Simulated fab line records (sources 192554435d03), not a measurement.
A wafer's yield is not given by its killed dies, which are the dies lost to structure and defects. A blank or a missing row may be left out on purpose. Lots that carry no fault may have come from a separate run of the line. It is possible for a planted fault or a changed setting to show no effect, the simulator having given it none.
3 desks, one fault -- flow n5-finfet -- each desk has only its own numbers; what lay behind them comes last

== AT THE METROLOGY DESK ==
Lot by lot, what the gauges showed, no matter which tool ran the lot: averages of those sampled wafers that carry a number. Marked OUT: a lot whose mean sits more than 4 standard deviations from the usual mean, which makes it out of limits; the brackets give that distance. Of its 11 readings 7 are shown: those that lie furthest out on some lot.
Columns: A = DIBL_N at N5_BEOL_M4_RC_MEAS_101, usual 36.2 mV/V; B = IOFF_N at N5_BEOL_M4_RC_MEAS_101, usual 0.16 nA/um; C = IOFF_P at N5_BEOL_M4_RC_MEAS_101, usual 0.21 nA/um; D = ION_N at N5_BEOL_M4_RC_MEAS_101, usual 673 uA/um; E = ION_P at N5_BEOL_M4_RC_MEAS_101, usual 462 uA/um; F = SS_N at N5_BEOL_M4_RC_MEAS_101, usual 71.4 mV/dec; G = VT_P at N5_BEOL_M4_RC_MEAS_101, usual -251 mV
lot,first seen here,A,B,C,D,E,F,G
L410,day 4 05:04,37.9,0.19,0.26,676,468,71.9,-247
L418,day 6 08:01,35.6,0.13,0.17,675,462,70.9,-254
L420,day 6 16:08,37.9,0.21,0.27,696,479,72.4,-247
L421,day 6 22:54,35.7,0.13,0.17,664,453,71.4,-254
L425,day 7 23:22,34.1,0.13,0.17,667,459,70.9,-254
L426,day 8 04:32,36.9,0.14,0.21,672,465,71.1,-249
This desk found nothing out of limits on any of the 6 lots.

== THE DEFECT DESK ==
Inspection counts along the route, by lot: the mean over sampled wafers that carry a number. Marked OUT: a lot whose mean sits more than 4 standard deviations from the usual mean, which makes it out of limits; the brackets give that distance.
Columns: A = raw-defect-count at N5_DUMMY_GATE_INSPECT_27, usual 307
lot,first seen here,A
L410,day 4 05:29,381
L418,day 6 08:18,275
L420,day 6 16:25,282
L421,day 6 23:11,265
L425,day 7 23:41,270
L426,day 8 04:54,243
This desk found nothing out of limits on any of the 6 lots.

== AT THE TOOL OWNER'S DESK: ald-sin-03 ==
The tool's own readings at N5_SPACER0_ALD_07 (deposits SiNx, target thk 2 nm): means of the sampled wafers that have a number, for each lot that ran on this tool. Marked OUT: a lot whose mean sits more than 4 standard deviations from the usual mean, which makes it out of limits; the brackets give that distance.
Columns: A = heater-power-outer-w at N5_SPACER0_ALD_07, usual 497 W; B = heater-power-w at N5_SPACER0_ALD_07, usual 820 W
lot,first seen here,A,B
L410,day 4 06:25,482,784
L418,day 6 08:40,488,832
L420,day 6 16:28,495,816
This desk found nothing out of limits on any of the 3 lots.

== BROUGHT TOGETHER ==
Nothing out of limits was seen by the metrology desk.
Nothing out of limits was seen by the defect desk.
The desk of the tool owner found nothing out of limits.

== WHAT THE SIMULATOR PUT IN ==
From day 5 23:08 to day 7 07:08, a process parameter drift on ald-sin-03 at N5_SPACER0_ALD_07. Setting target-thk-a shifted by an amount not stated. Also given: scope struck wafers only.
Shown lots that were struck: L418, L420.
